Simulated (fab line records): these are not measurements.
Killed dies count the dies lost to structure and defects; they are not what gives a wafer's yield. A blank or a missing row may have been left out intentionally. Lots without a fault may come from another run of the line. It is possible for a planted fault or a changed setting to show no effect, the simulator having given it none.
Lot-split experiment :: flow n5 finfet :: route with 1938 steps; 7 lots, 21 wafers read

== THE SPLIT ==
At N5_BEOL_M12_PEB_08 (peb time 90 s), the setting peb temp c was moved away from the recipe's 130 C on 10 of the 21 wafers read, by -2.5% to +1.5%. The other wafers ran this setting at the recipe's value.

== FROM THE SPLIT TO THE READING: what the file shows between them, 5 steps ==
- N5_BEOL_M12_DEVELOP_09: develop time 45 s
- N5_BEOL_M12_HARDBAKE_14: time 120 s
- N5_BEOL_M12_CD_MEAS_10: target cd 140 nm
- N5_BEOL_M12_STRIP_71: strips in post etch residue remover, time 60 s
- N5_BEOL_M12_SRD_72: time 30 s, dry time 30 s

== THE READING ==
cd nm (nm) at N5_BEOL_M12_CD_MEAS_17, where the cd target is 140 nm. A value of 140.1 nm with a standard deviation of 1.4 nm is what fault-free wafers of this fab line usually give.

wafer: L074.1
tool, chamber at the split: litho track-04, 0
peb temp c as run, C: 130
against the recipe: recipe
cd nm, nm: 140.3
against lot-mates on the recipe: -

wafer: L074.2
tool, chamber at the split: litho track-04, 0
peb temp c as run, C: 130
against the recipe: recipe
cd nm, nm: 138.8
against lot-mates on the recipe: -

wafer: L074.6
tool, chamber at the split: litho track-04, 0
peb temp c as run, C: 130
against the recipe: recipe
cd nm, nm: 139.6
against lot-mates on the recipe: -

wafer: L075.1
tool, chamber at the split: litho track-01, 0
peb temp c as run, C: 130
against the recipe: recipe
cd nm, nm: 141.0
against lot-mates on the recipe: -

wafer: L075.2
tool, chamber at the split: litho track-01, 0
peb temp c as run, C: 130
against the recipe: recipe
cd nm, nm: 139.6
against lot-mates on the recipe: -

wafer: L075.3
tool, chamber at the split: litho track-01, 0
peb temp c as run, C: 130
against the recipe: recipe
cd nm, nm: 141.9
against lot-mates on the recipe: -

wafer: L084.2
tool, chamber at the split: litho track-02, 0
peb temp c as run, C: 126.7
against the recipe: -2.5%
cd nm, nm: 128.2
against lot-mates on the recipe: -10.9

wafer: L084.3
tool, chamber at the split: litho track-02, 0
peb temp c as run, C: 130
against the recipe: recipe
cd nm, nm: 139.1
against lot-mates on the recipe: -

wafer: L084.6
tool, chamber at the split: litho track-02, 0
peb temp c as run, C: 126.7
against the recipe: -2.5%
cd nm, nm: 128.3
against lot-mates on the recipe: -10.8

wafer: L082.2
tool, chamber at the split: litho track-01, 0
peb temp c as run, C: 127.3
against the recipe: -2.1%
cd nm, nm: 132.3
against lot-mates on the recipe: -8.4

wafer: L082.3
tool, chamber at the split: litho track-01, 0
peb temp c as run, C: 127.3
against the recipe: -2.1%
cd nm, nm: 129.5
against lot-mates on the recipe: -11.2

wafer: L082.5
tool, chamber at the split: litho track-01, 0
peb temp c as run, C: 130
against the recipe: recipe
cd nm, nm: 140.7
against lot-mates on the recipe: -

wafer: L087.1
tool, chamber at the split: litho track-02, 0
peb temp c as run, C: 126.7
against the recipe: -2.5%
cd nm, nm: 127.7
against lot-mates on the recipe: -13.1

wafer: L087.2
tool, chamber at the split: litho track-02, 0
peb temp c as run, C: 126.7
against the recipe: -2.5%
cd nm, nm: 127.5
against lot-mates on the recipe: -13.3

wafer: L087.5
tool, chamber at the split: litho track-02, 0
peb temp c as run, C: 130
against the recipe: recipe
cd nm, nm: 140.8
against lot-mates on the recipe: -

wafer: L085.1
tool, chamber at the split: litho track-02, 0
peb temp c as run, C: 130
against the recipe: recipe
cd nm, nm: 139.6
against lot-mates on the recipe: -

wafer: L085.4
tool, chamber at the split: litho track-02, 0
peb temp c as run, C: 131.9
against the recipe: +1.5%
cd nm, nm: 142.6
against lot-mates on the recipe: +3.0

wafer: L085.6
tool, chamber at the split: litho track-02, 0
peb temp c as run, C: 131.9
against the recipe: +1.5%
cd nm, nm: 145.4
against lot-mates on the recipe: +5.8

wafer: L097.1
tool, chamber at the split: litho track-02, 0
peb temp c as run, C: 131.1
against the recipe: +0.8%
cd nm, nm: 141.5
against lot-mates on the recipe: +2.3

wafer: L097.2
tool, chamber at the split: litho track-02, 0
peb temp c as run, C: 130
against the recipe: recipe
cd nm, nm: 139.2
against lot-mates on the recipe: -

wafer: L097.5
tool, chamber at the split: litho track-02, 0
peb temp c as run, C: 131.1
against the recipe: +0.8%
cd nm, nm: 141.2
against lot-mates on the recipe: +2.0

THE FIT
A straight line over all 21 wafers: cd nm changes by +4.18 nm for each +1% of peb temp c; r = +0.97; the points scatter about the line by 1.4 nm.
The same after taking each lot's own level away (the mean of its wafers on the recipe; 21 wafers): +4.32 nm for each +1%; r = +0.98; scatter 1.2 nm.
Per that fit: largest peb temp c move, reading shift of 11 nm.
From 139.10 to 140.83 nm: that is the span of the lots' own levels, equal to 1.2 times the standard deviation above.
So the lot-to-lot level changes the slope little: the two slopes agree.
Check: -11.7 nm against its lot-mates is what the line predicts for one of the wafers moved furthest among these (-2.5%) when that wafer is left out of the fit. Against them it came out at -10.9 nm.

== OTHER SPLITS ON THESE WAFERS ==
Before the reading, these wafers also passed through other splits. Each is held against what the fit with the lots' levels taken away leaves over:
other split on the same wafers: N5_BEOL_M11_COAT_05 spin rpm
wafers away from the commonest value: 3
r with cd nm (lot level and that fit taken away): -0.21

== THE WHOLE CHAIN: every reading that the file lists as answering this split, in the file's order ==
step: N5_BEOL_M12_CD_MEAS_10
what it does: target cd 140 nm
reading: cd nm
change (the file's fit): +4.44 nm for each +1% of the setting
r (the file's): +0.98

step: N5_BEOL_M12_CD_MEAS_17
what it does: target cd 140 nm
reading: cd nm
change (the file's fit): +4.45 nm for each +1% of the setting
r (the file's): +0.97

== FILE'S OWN FIT ==
cd nm changes by +4.45 nm for each +1% of peb temp c, r = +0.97.
